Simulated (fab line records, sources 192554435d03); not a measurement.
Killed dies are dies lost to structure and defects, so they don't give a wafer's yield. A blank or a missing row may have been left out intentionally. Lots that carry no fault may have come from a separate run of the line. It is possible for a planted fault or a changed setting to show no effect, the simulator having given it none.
Chamber matching	flow n5-finfet	N5_GATE_CUT_ETCH_36 on rie-diel-03 has 4 sister chambers
The step etches SiARC in CF4, target depth 13 nm, time 21.7 s. 8 wafers are shown with their chamber, then 11 later ones without.

## WAFERS WITH THEIR CHAMBER
wafer	chamber	showerhead-plenum-p-Torr (Torr)	drypump-motor-current-A (A)
L082.6	0	2.07	5.69
L085.1	1	2.12	5.48
L085.3	0	2.07	5.76
L085.6	3	2.20	5.82
L087.1	3	2.19	5.86
L087.4	1	2.12	5.46
L087.6	2	2.18	6.02
L088.1	2	2.18	6.01

## WAFERS WITH NO CHAMBER GIVEN
wafer	showerhead-plenum-p-Torr (Torr)	drypump-motor-current-A (A)
L088.3	2.12	5.48
L088.6	2.19	5.85
L093.3	2.18	6.01
L093.5	2.19	5.85
L093.6	2.06	5.73
L094.1	2.06	5.73
L094.3	2.11	5.48
L094.5	2.11	5.47
L096.3	2.19	5.85
L096.5	2.19	5.86
L096.6	2.06	5.74

## THE CHAMBER EACH PASSED THROUGH
wafer	from the rows above	in truth
L088.3	1	1
L088.6	3	3
L093.3	2	2
L093.5	3	3
L093.6	0	0
L094.1	0	0
L094.3	1	1
L094.5	1	1
L096.3	3	3
L096.5	3	3
L096.6	0	0
Placed correctly: 11 of 11. Number that these rows cannot place: 0. Number placed wrongly: 0.
How it was worked out, from the rows above alone: a wafer's distance from a chamber is the root of the sum, over the readings, of the square of ((its reading less the chamber's mean) divided by the reading's scatter). If the next closest chamber is less than 2 further off than the closest, the wafer can't be placed; otherwise it belongs to the closest. For every chamber, the mean is computed from those of its wafers that are shown. The scatter is the square root of a quotient: the sum, over the shown wafers, of each reading's squared deviation from its chamber's mean, divided by wafers minus chambers.
